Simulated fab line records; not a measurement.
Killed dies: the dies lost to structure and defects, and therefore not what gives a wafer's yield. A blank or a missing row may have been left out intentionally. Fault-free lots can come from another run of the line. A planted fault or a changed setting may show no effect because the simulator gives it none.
Chamber matching / flow n5_finfet / N5_BEOL_M8_VIA_ETCH_34 on rie_diel-03: 4 sister chambers
The step etches SiCOH lowk in C4F6/O2, target depth 125.5 nm, time 50.5 s. 4 wafers are shown with their chamber, then 7 later ones without.

== EACH WAFER AND ITS CHAMBER ==
wafer=L088.2; chamber=2; rf_vpp_V (V)=659
wafer=L088.5; chamber=1; rf_vpp_V (V)=690
wafer=L094.1; chamber=0; rf_vpp_V (V)=676
wafer=L094.5; chamber=3; rf_vpp_V (V)=658

== WAFERS WHOSE CHAMBER IS MISSING ==
wafer=L094.6; rf_vpp_V (V)=659
wafer=L096.1; rf_vpp_V (V)=688
wafer=L096.2; rf_vpp_V (V)=658
wafer=L096.4; rf_vpp_V (V)=659
wafer=L095.2; rf_vpp_V (V)=687
wafer=L095.3; rf_vpp_V (V)=675
wafer=L095.4; rf_vpp_V (V)=656

== THE CHAMBER EACH PASSED THROUGH ==
wafer=L094.6; from the rows above=can't be placed: 2 or 3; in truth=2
wafer=L096.1; from the rows above=1; in truth=1
wafer=L096.2; from the rows above=can't be placed: 3 or 2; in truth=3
wafer=L096.4; from the rows above=can't be placed: 2 or 3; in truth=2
wafer=L095.2; from the rows above=1; in truth=1
wafer=L095.3; from the rows above=0; in truth=0
wafer=L095.4; from the rows above=can't be placed: 3 or 2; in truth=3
Placed correctly: 3 of 7. Unplaceable from these rows: 4, with the true chamber sitting among the candidates in 4. 0 placed wrongly.
How it was worked out, from the rows above alone: a wafer's distance from a chamber is the root of the sum, over the readings, of the square of ((its reading less the chamber's mean) divided by the reading's scatter). The wafer belongs to the nearest chamber; if the next one is less than 2 further off, it can't be placed. For every chamber, the mean is computed from those of its wafers that are shown. The scatter: root of mean squared gap, hidden wafer to nearest shown wafer, with one shown wafer a chamber.
